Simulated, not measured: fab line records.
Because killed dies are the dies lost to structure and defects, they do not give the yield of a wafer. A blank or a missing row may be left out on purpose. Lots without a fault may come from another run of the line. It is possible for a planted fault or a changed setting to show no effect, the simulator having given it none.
Split-lot experiment || flow n5Finfet || 21 wafers read across 7 lots, on a route 1938 steps long

## ON THE SPLIT
At N5_FIN_CUT_CUT_ETCH_15 (etches Si in HBr/Cl2/O2, target depth 100 nm, bt time 10 s, time 42.4 s), the setting timeS was moved away from the recipe's 42.4 s on 8 of the 21 wafers read, by -21.6% to +15.6%. This setting was run at the recipe's value on the other wafers.

No step appears in the file between the split and the reading.

## THE READING
SOC_of_FIN_CUT_COAT_18.thkNm (the simulator's own value, which no gauge read), in nm, at N5_FIN_CUT_CUT_ETCH_28 (etches Si in HBr/Cl2/O2, target depth 6 nm, time 2.4 s). There is no usual value for it anywhere in the file. The 13 wafers here that ran the recipe average 169.5 nm, standard deviation 1.3 nm.

{"wafer": "L074.2", "tool, chamber at the split": "rieSi-04, 3", "timeS as run, s": 42.4, "against the recipe": "recipe", "SOC_of_FIN_CUT_COAT_18.thkNm, nm": 168.6, "against lot-mates on the recipe": "-"}
{"wafer": "L074.5", "tool, chamber at the split": "rieSi-04, 0", "timeS as run, s": 42.4, "against the recipe": "recipe", "SOC_of_FIN_CUT_COAT_18.thkNm, nm": 169.8, "against lot-mates on the recipe": "-"}
{"wafer": "L074.6", "tool, chamber at the split": "rieSi-04, 1", "timeS as run, s": 42.4, "against the recipe": "recipe", "SOC_of_FIN_CUT_COAT_18.thkNm, nm": 170.4, "against lot-mates on the recipe": "-"}
{"wafer": "L077.1", "tool, chamber at the split": "rieSi-04, 2", "timeS as run, s": 33.74, "against the recipe": "-20.4%", "SOC_of_FIN_CUT_COAT_18.thkNm, nm": 175.6, "against lot-mates on the recipe": "+7.2"}
{"wafer": "L077.4", "tool, chamber at the split": "rieSi-04, 0", "timeS as run, s": 33.74, "against the recipe": "-20.4%", "SOC_of_FIN_CUT_COAT_18.thkNm, nm": 176.4, "against lot-mates on the recipe": "+8.0"}
{"wafer": "L077.5", "tool, chamber at the split": "rieSi-04, 2", "timeS as run, s": 42.4, "against the recipe": "recipe", "SOC_of_FIN_CUT_COAT_18.thkNm, nm": 168.4, "against lot-mates on the recipe": "-"}
{"wafer": "L080.2", "tool, chamber at the split": "rieSi-02, 0", "timeS as run, s": 42.4, "against the recipe": "recipe", "SOC_of_FIN_CUT_COAT_18.thkNm, nm": 168.6, "against lot-mates on the recipe": "-"}
{"wafer": "L080.5", "tool, chamber at the split": "rieSi-02, 1", "timeS as run, s": 37.95, "against the recipe": "-10.5%", "SOC_of_FIN_CUT_COAT_18.thkNm, nm": 170.8, "against lot-mates on the recipe": "+2.5"}
{"wafer": "L080.6", "tool, chamber at the split": "rieSi-02, 2", "timeS as run, s": 42.4, "against the recipe": "recipe", "SOC_of_FIN_CUT_COAT_18.thkNm, nm": 168, "against lot-mates on the recipe": "-"}
{"wafer": "L085.1", "tool, chamber at the split": "rieSi-02, 1", "timeS as run, s": 42.4, "against the recipe": "recipe", "SOC_of_FIN_CUT_COAT_18.thkNm, nm": 168.4, "against lot-mates on the recipe": "-"}
{"wafer": "L085.4", "tool, chamber at the split": "rieSi-02, 2", "timeS as run, s": 42.4, "against the recipe": "recipe", "SOC_of_FIN_CUT_COAT_18.thkNm, nm": 170.4, "against lot-mates on the recipe": "-"}
{"wafer": "L085.5", "tool, chamber at the split": "rieSi-02, 1", "timeS as run, s": 33.25, "against the recipe": "-21.6%", "SOC_of_FIN_CUT_COAT_18.thkNm, nm": 180.2, "against lot-mates on the recipe": "+10.8"}
{"wafer": "L087.2", "tool, chamber at the split": "rieSi-05, 2", "timeS as run, s": 49.02, "against the recipe": "+15.6%", "SOC_of_FIN_CUT_COAT_18.thkNm, nm": 164, "against lot-mates on the recipe": "no lot-mate on the recipe"}
{"wafer": "L087.3", "tool, chamber at the split": "rieSi-05, 3", "timeS as run, s": 49.02, "against the recipe": "+15.6%", "SOC_of_FIN_CUT_COAT_18.thkNm, nm": 159.2, "against lot-mates on the recipe": "no lot-mate on the recipe"}
{"wafer": "L087.6", "tool, chamber at the split": "rieSi-05, 3", "timeS as run, s": 49.02, "against the recipe": "+15.6%", "SOC_of_FIN_CUT_COAT_18.thkNm, nm": 159.4, "against lot-mates on the recipe": "no lot-mate on the recipe"}
{"wafer": "L091.1", "tool, chamber at the split": "rieSi-05, 0", "timeS as run, s": 48.46, "against the recipe": "+14.3%", "SOC_of_FIN_CUT_COAT_18.thkNm, nm": 164, "against lot-mates on the recipe": -7.5}
{"wafer": "L091.3", "tool, chamber at the split": "rieSi-05, 2", "timeS as run, s": 42.4, "against the recipe": "recipe", "SOC_of_FIN_CUT_COAT_18.thkNm, nm": 173, "against lot-mates on the recipe": "-"}
{"wafer": "L091.6", "tool, chamber at the split": "rieSi-05, 2", "timeS as run, s": 42.4, "against the recipe": "recipe", "SOC_of_FIN_CUT_COAT_18.thkNm, nm": 170, "against lot-mates on the recipe": "-"}
{"wafer": "L095.1", "tool, chamber at the split": "rieSi-05, 2", "timeS as run, s": 42.4, "against the recipe": "recipe", "SOC_of_FIN_CUT_COAT_18.thkNm, nm": 170.2, "against lot-mates on the recipe": "-"}
{"wafer": "L095.4", "tool, chamber at the split": "rieSi-05, 1", "timeS as run, s": 42.4, "against the recipe": "recipe", "SOC_of_FIN_CUT_COAT_18.thkNm, nm": 168.6, "against lot-mates on the recipe": "-"}
{"wafer": "L095.5", "tool, chamber at the split": "rieSi-05, 0", "timeS as run, s": 42.4, "against the recipe": "recipe", "SOC_of_FIN_CUT_COAT_18.thkNm, nm": 169.4, "against lot-mates on the recipe": "-"}

THE FIT
A straight line over all 21 wafers: SOC_of_FIN_CUT_COAT_18.thkNm changes by -0.426 nm for each +1% of timeS; r = -0.93; the points scatter about the line by 1.9 nm.
The same after taking each lot's own level away (the mean of its wafers on the recipe; 18 wafers): -0.428 nm for each +1%; r = -0.96; scatter 1.1 nm.
That fit puts the effect of the largest move of timeS on the reading at 9.2 nm.
Measured against the standard deviation above, the lots' own levels, which go from 168.30 to 171.50 nm, span 2.5 times it.
Hence the lot-to-lot level has little effect on the slope; both slopes agree.
Check: +8.26 nm against its lot-mates is what the line predicts for one of the wafers moved furthest among these (-21.6%) when that wafer is left out of the fit. It came out at +10.8 nm against them.

## OTHER SPLITS APPLIED TO THESE WAFERS
Before the reading, these wafers also passed through other splits. Each is held against what the fit with the lots' levels taken away leaves over:
{"other split on the same wafers": "N5_ZERO_LAYER_PECVD_02 timeS", "wafers away from the commonest value": 7, "r with SOC_of_FIN_CUT_COAT_18.thkNm (lot level and that fit taken away)": "+0.00"}
{"other split on the same wafers": "N5_ZERO_LAYER_EXPOSE_08 doseMj", "wafers away from the commonest value": 6, "r with SOC_of_FIN_CUT_COAT_18.thkNm (lot level and that fit taken away)": "+0.20"}
{"other split on the same wafers": "N5_WELL_APT_COAT_19 spinRpm", "wafers away from the commonest value": 4, "r with SOC_of_FIN_CUT_COAT_18.thkNm (lot level and that fit taken away)": "+0.34"}
{"other split on the same wafers": "N5_FIN_SAQP_SPACER1_ALD_24 tempC", "wafers away from the commonest value": 6, "r with SOC_of_FIN_CUT_COAT_18.thkNm (lot level and that fit taken away)": -0.35}
{"other split on the same wafers": "N5_FIN_CUT_CUT_ETCH_26 timeS", "wafers away from the commonest value": 6, "r with SOC_of_FIN_CUT_COAT_18.thkNm (lot level and that fit taken away)": -0.75}

## THE WHOLE CHAIN: every reading that the file lists as answering this split, in the file's order
{"step": "N5_FIN_CUT_CUT_ETCH_15", "what it does": "etches Si in HBr/Cl2/O2, target depth 100 nm, bt time 10 s, time 42.4 s", "reading": "etch.depthNm (the simulator's own value, which no gauge read)", "change (the file's fit)": "+1.08 nm for each +1% of the setting", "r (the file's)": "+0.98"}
{"step": "N5_FIN_CUT_CUT_ETCH_15", "what it does": "etches Si in HBr/Cl2/O2, target depth 100 nm, bt time 10 s, time 42.4 s", "reading": "FIN_CUT.featureDepthNm (the simulator's own value, which no gauge read)", "change (the file's fit)": "+1.08 nm for each +1% of the setting", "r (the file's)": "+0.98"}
{"step": "N5_FIN_CUT_CUT_ETCH_15", "what it does": "etches Si in HBr/Cl2/O2, target depth 100 nm, bt time 10 s, time 42.4 s", "reading": "SOC_of_FIN_CUT_COAT_18.thkNm (the simulator's own value, which no gauge read)", "change (the file's fit)": "-0.433 nm for each +1% of the setting", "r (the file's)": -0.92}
{"step": "N5_FIN_CUT_CUT_ETCH_28", "what it does": "etches Si in HBr/Cl2/O2, target depth 6 nm, time 2.4 s", "reading": "SOC_of_FIN_CUT_COAT_18.thkNm (the simulator's own value, which no gauge read)", "change (the file's fit)": "-0.436 nm for each +1% of the setting", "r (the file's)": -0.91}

## FILE'S OWN FIT
SOC_of_FIN_CUT_COAT_18.thkNm changes by -0.436 nm for each +1% of timeS, r = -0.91.
